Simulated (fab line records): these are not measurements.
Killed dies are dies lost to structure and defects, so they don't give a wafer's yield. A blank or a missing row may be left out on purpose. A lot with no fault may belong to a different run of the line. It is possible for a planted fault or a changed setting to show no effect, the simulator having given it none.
Chamber matching || flow n5 finfet || N5_BEOL_M9_DESCUM_16 on rie diel-02: 4 sister chambers
The step chemistry O2, time 7.9 s. 4 wafers are shown with their chamber, then 12 later ones without.

## WAFERS, EACH WITH ITS CHAMBER
{"wafer": "L090.2", "chamber": 0, "drypump motor current A (A)": 5.2}
{"wafer": "L090.5", "chamber": 1, "drypump motor current A (A)": 6.3}
{"wafer": "L091.4", "chamber": 3, "drypump motor current A (A)": 6.3}
{"wafer": "L091.6", "chamber": 2, "drypump motor current A (A)": 5.9}

## WAFERS MISSING THEIR CHAMBER
{"wafer": "L092.2", "drypump motor current A (A)": 5.9}
{"wafer": "L092.3", "drypump motor current A (A)": 5.2}
{"wafer": "L092.5", "drypump motor current A (A)": 5.9}
{"wafer": "L093.2", "drypump motor current A (A)": 6.3}
{"wafer": "L093.5", "drypump motor current A (A)": 5.2}
{"wafer": "L093.6", "drypump motor current A (A)": 6.3}
{"wafer": "L095.1", "drypump motor current A (A)": 6.3}
{"wafer": "L095.2", "drypump motor current A (A)": 5.9}
{"wafer": "L095.3", "drypump motor current A (A)": 5.2}
{"wafer": "L097.1", "drypump motor current A (A)": 5.9}
{"wafer": "L097.3", "drypump motor current A (A)": 6.2}
{"wafer": "L097.4", "drypump motor current A (A)": 6.3}

## CHAMBER TAKEN BY EACH
{"wafer": "L092.2", "from the rows above": 2, "in truth": 2}
{"wafer": "L092.3", "from the rows above": 0, "in truth": 0}
{"wafer": "L092.5", "from the rows above": 2, "in truth": 2}
{"wafer": "L093.2", "from the rows above": "can't be placed: 1 or 3", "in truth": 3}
{"wafer": "L093.5", "from the rows above": 0, "in truth": 0}
{"wafer": "L093.6", "from the rows above": "can't be placed: 1 or 3", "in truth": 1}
{"wafer": "L095.1", "from the rows above": "can't be placed: 1 or 3", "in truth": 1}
{"wafer": "L095.2", "from the rows above": 2, "in truth": 2}
{"wafer": "L095.3", "from the rows above": 0, "in truth": 0}
{"wafer": "L097.1", "from the rows above": 2, "in truth": 2}
{"wafer": "L097.3", "from the rows above": "can't be placed: 1 or 3", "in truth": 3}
{"wafer": "L097.4", "from the rows above": "can't be placed: 1 or 3", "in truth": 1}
Correctly placed: 7 of 12. Not placeable from these rows: 5 (in 5, the candidates include the true chamber). Wrongly placed: 0.
How it was worked out, from the rows above alone: a wafer's distance from a chamber is the root of the sum, over the readings, of the square of ((its reading less the chamber's mean) divided by the reading's scatter). If the next closest chamber is less than 2 further off than the closest, the wafer can't be placed; otherwise it belongs to the closest. For every chamber, the mean is computed from those of its wafers that are shown. The scatter (one wafer shown for each chamber): square how far every hidden wafer sits from the nearest shown wafer, average those squares and take the square root.
